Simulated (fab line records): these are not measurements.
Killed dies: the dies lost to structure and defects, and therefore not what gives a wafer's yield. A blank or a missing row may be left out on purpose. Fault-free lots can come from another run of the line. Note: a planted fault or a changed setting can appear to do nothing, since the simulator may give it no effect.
Lot-split experiment    flow n5 finfet    7 lots, 21 wafers read, on a route of 1938 steps

## ABOUT THE SPLIT
At N5_SD_EPI_P_COAT_03 (resist thk 150 nm), the setting spin rpm was moved away from the recipe's 1500 rpm on 8 of the 21 wafers read, by -7.1% to +10.6%. This setting was run at the recipe's value on the other wafers.

The split's own step is where the reading is taken.

## THE READING
CAR-ArF-block_of_SD_EPI_P_COAT_03.thk nm (the simulator's own value, which no gauge read), in nm, at N5_SD_EPI_P_COAT_03 (resist thk 150 nm). The file gives no usual value for it. Average 150.2 nm, standard deviation 0.54 nm, over the 13 wafers here run with the recipe.

wafer   tool, chamber at the split  spin rpm as run, rpm  against the recipe  CAR-ArF-block_of_SD_EPI_P_COAT_03.thk nm, nm  against lot-mates on the recipe
L078.1  litho track-04, 0           1500                  recipe              150                                           -
L078.4  litho track-04, 0           1500                  recipe              149.6                                         -
L078.5  litho track-04, 0           1500                  recipe              149.8                                         -
L079.1  litho track-04, 0           1423                  -5.1%               154.6                                         no lot-mate on the recipe
L079.4  litho track-04, 0           1423                  -5.1%               154.2                                         no lot-mate on the recipe
L079.6  litho track-04, 0           1423                  -5.1%               154.2                                         no lot-mate on the recipe
L082.2  litho track-02, 0           1500                  recipe              150.8                                         -
L082.6  litho track-02, 0           1500                  recipe              150.8                                         -
L082.5  litho track-02, 0           1500                  recipe              151.4                                         -
L084.3  litho track-05, 0           1500                  recipe              150.4                                         -
L084.4  litho track-05, 0           1393                  -7.1%               156.2                                         +5.8
L084.5  litho track-05, 0           1393                  -7.1%               156.2                                         +5.8
L088.3  litho track-05, 0           1500                  recipe              149.4                                         -
L088.5  litho track-05, 0           1434                  -4.4%               153.2                                         +3.8
L088.6  litho track-05, 0           1434                  -4.4%               153.2                                         +3.8
L089.2  litho track-05, 0           1500                  recipe              150                                           -
L089.6  litho track-05, 0           1500                  recipe              150                                           -
L089.5  litho track-05, 0           1500                  recipe              150.6                                         -
L090.1  litho track-04, 0           1659                  +10.6%              142.6                                         -7.4
L090.3  litho track-04, 0           1500                  recipe              149.8                                         -
L090.4  litho track-04, 0           1500                  recipe              150.2                                         -

FIT RESULTS
A straight line over all 21 wafers: CAR-ArF-block_of_SD_EPI_P_COAT_03.thk nm changes by -0.765 nm for each +1% of spin rpm; r = -0.99; the points scatter about the line by 0.51 nm.
The same after taking each lot's own level away (the mean of its wafers on the recipe; 18 wafers): -0.763 nm for each +1%; r = -0.99; scatter 0.3 nm.
Per that fit: largest spin rpm move, reading shift of 8.1 nm.
The lots' own levels span 149.40 to 151.00 nm, that is 3.0 times the standard deviation above.
Consequently the slope shifts little with the lot-to-lot level, the two slopes agreeing.
Check: with one of the wafers moved furthest among these (+10.6%) left out of the fit, the line predicts -8.74 nm for it against its lot-mates. Against them it came out at -7.4 nm.

## OTHER SPLITS ON THESE WAFERS
Other splits were also applied to these wafers ahead of the reading. Each is held against what the fit with the lots' levels taken away leaves over:
other split on the same wafers        wafers away from the commonest value  r with CAR-ArF-block_of_SD_EPI_P_COAT_03.thk nm (lot level and that fit taken away)
N5_WELL_APT_PEB_23 peb temp c         8                                     -0.20
N5_FIN_SAQP_HM_DEP_72 time s          4                                     -0.19
N5_FIN_SAQP_COAT_50 spin rpm          3                                     +0.14
N5_FIN_CUT_EXPOSE_05 dose mj          9                                     -0.10
N5_DUMMY_GATE_PECVD_30 time s         6                                     +0.29
N5_DUMMY_GATE_ETCH_31 target depth a  6                                     -0.07
N5_DUMMY_GATE_ETCH_32 time s          8                                     -0.14

## THE FILE'S OWN FIT
CAR-ArF-block_of_SD_EPI_P_COAT_03.thk nm changes by -0.748 nm for each +1% of spin rpm, r = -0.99.
